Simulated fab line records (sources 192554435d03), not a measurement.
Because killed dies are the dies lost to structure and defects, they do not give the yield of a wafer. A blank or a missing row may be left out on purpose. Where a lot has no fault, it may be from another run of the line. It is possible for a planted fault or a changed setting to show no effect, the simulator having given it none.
Chamber matching :: flow n5Finfet :: N5_BEOL_M5_ETCH_67 on rieDiel-02: 4 sister chambers
The step etches SiARC in CF4, target depth 15.6 nm, time 26 s. 20 wafers are shown with their chamber, then 10 later ones without.

## EACH WAFER AND ITS CHAMBER
wafer: L075.1
chamber: 0
showerheadPlenumPTorr (Torr): 2.12
drypumpMotorCurrentA (A): 5.8
rfVppV (V): 183.7

wafer: L075.3
chamber: 1
showerheadPlenumPTorr (Torr): 2.08
drypumpMotorCurrentA (A): 5.4
rfVppV (V): 183.1

wafer: L075.6
chamber: 1
showerheadPlenumPTorr (Torr): 2.08
drypumpMotorCurrentA (A): 5.4
rfVppV (V): 183.2

wafer: L074.3
chamber: 1
showerheadPlenumPTorr (Torr): 2.08
drypumpMotorCurrentA (A): 5.4
rfVppV (V): 182.5

wafer: L074.4
chamber: 3
showerheadPlenumPTorr (Torr): 2.19
drypumpMotorCurrentA (A): 5.9
rfVppV (V): 184.9

wafer: L074.6
chamber: 2
showerheadPlenumPTorr (Torr): 1.97
drypumpMotorCurrentA (A): 5.7
rfVppV (V): 181.5

wafer: L077.3
chamber: 2
showerheadPlenumPTorr (Torr): 1.97
drypumpMotorCurrentA (A): 5.7
rfVppV (V): 183.5

wafer: L077.5
chamber: 2
showerheadPlenumPTorr (Torr): 1.97
drypumpMotorCurrentA (A): 5.7
rfVppV (V): 182.5

wafer: L077.6
chamber: 1
showerheadPlenumPTorr (Torr): 2.08
drypumpMotorCurrentA (A): 5.4
rfVppV (V): 182.6

wafer: L079.2
chamber: 1
showerheadPlenumPTorr (Torr): 2.07
drypumpMotorCurrentA (A): 5.4
rfVppV (V): 182.9

wafer: L079.3
chamber: 0
showerheadPlenumPTorr (Torr): 2.11
drypumpMotorCurrentA (A): 5.8
rfVppV (V): 183.4

wafer: L079.4
chamber: 3
showerheadPlenumPTorr (Torr): 2.19
drypumpMotorCurrentA (A): 5.9
rfVppV (V): 183.8

wafer: L078.2
chamber: 3
showerheadPlenumPTorr (Torr): 2.19
drypumpMotorCurrentA (A): 5.9
rfVppV (V): 184.6

wafer: L078.4
chamber: 1
showerheadPlenumPTorr (Torr): 2.07
drypumpMotorCurrentA (A): 5.4
rfVppV (V): 183.0

wafer: L078.6
chamber: 2
showerheadPlenumPTorr (Torr): 1.97
drypumpMotorCurrentA (A): 5.6
rfVppV (V): 182.4

wafer: L083.2
chamber: 2
showerheadPlenumPTorr (Torr): 1.97
drypumpMotorCurrentA (A): 5.7
rfVppV (V): 181.5

wafer: L083.3
chamber: 0
showerheadPlenumPTorr (Torr): 2.11
drypumpMotorCurrentA (A): 5.8
rfVppV (V): 183.8

wafer: L083.4
chamber: 1
showerheadPlenumPTorr (Torr): 2.07
drypumpMotorCurrentA (A): 5.4
rfVppV (V): 183.6

wafer: L084.2
chamber: 2
showerheadPlenumPTorr (Torr): 1.97
drypumpMotorCurrentA (A): 5.7
rfVppV (V): 182.2

wafer: L084.4
chamber: 3
showerheadPlenumPTorr (Torr): 2.18
drypumpMotorCurrentA (A): 5.9
rfVppV (V): 185.1

SIGNATURES, as means of the wafers listed above
reading: showerheadPlenumPTorr
chamber 0: 2.1133
chamber 1: 2.0757
chamber 2: 1.9700
chamber 3: 2.1875
scatter within a chamber: 0.00442

reading: drypumpMotorCurrentA
chamber 0: 5.800
chamber 1: 5.400
chamber 2: 5.683
chamber 3: 5.900
scatter within a chamber: 0.0228

reading: rfVppV
chamber 0: 183.633
chamber 1: 182.986
chamber 2: 182.267
chamber 3: 184.600
scatter within a chamber: 0.54
Rule: for each reading, subtract the chamber's mean from the wafer's reading, divide by that reading's scatter and square the result; add these up over the readings and take the root, which gives the wafer's distance from the chamber. If the next closest chamber is less than 2 further off than the closest, the wafer can't be placed; otherwise it belongs to the closest. The scatter: the root of (the sum of the squares of (reading less its chamber's mean) over the shown wafers, divided by (wafers less chambers)).

## WAFERS WHOSE CHAMBER IS MISSING
wafer: L084.5
showerheadPlenumPTorr (Torr): 1.97
drypumpMotorCurrentA (A): 5.7
rfVppV (V): 182.4

wafer: L094.2
showerheadPlenumPTorr (Torr): 2.18
drypumpMotorCurrentA (A): 5.9
rfVppV (V): 182.7

wafer: L094.3
showerheadPlenumPTorr (Torr): 2.07
drypumpMotorCurrentA (A): 5.4
rfVppV (V): 181.8

wafer: L094.4
showerheadPlenumPTorr (Torr): 1.96
drypumpMotorCurrentA (A): 5.7
rfVppV (V): 181.6

wafer: L096.2
showerheadPlenumPTorr (Torr): 2.18
drypumpMotorCurrentA (A): 5.9
rfVppV (V): 184.9

wafer: L096.3
showerheadPlenumPTorr (Torr): 1.96
drypumpMotorCurrentA (A): 5.7
rfVppV (V): 181.7

wafer: L096.4
showerheadPlenumPTorr (Torr): 2.06
drypumpMotorCurrentA (A): 5.4
rfVppV (V): 184.5

wafer: L097.1
showerheadPlenumPTorr (Torr): 2.06
drypumpMotorCurrentA (A): 5.4
rfVppV (V): 184.5

wafer: L097.2
showerheadPlenumPTorr (Torr): 2.10
drypumpMotorCurrentA (A): 5.8
rfVppV (V): 182.5

wafer: L097.4
showerheadPlenumPTorr (Torr): 1.96
drypumpMotorCurrentA (A): 5.7
rfVppV (V): 181.0

## EACH ONE'S CHAMBER
wafer: L084.5
from the rows above: 2
in truth: 2

wafer: L094.2
from the rows above: 3
in truth: 3

wafer: L094.3
from the rows above: 1
in truth: 1

wafer: L094.4
from the rows above: 2
in truth: 2

wafer: L096.2
from the rows above: 3
in truth: 3

wafer: L096.3
from the rows above: 2
in truth: 2

wafer: L096.4
from the rows above: 1
in truth: 1

wafer: L097.1
from the rows above: 1
in truth: 1

wafer: L097.2
from the rows above: 0
in truth: 0

wafer: L097.4
from the rows above: 2
in truth: 2
Correctly placed: 10 of 10. Number that these rows cannot place: 0. 0 placed wrongly.
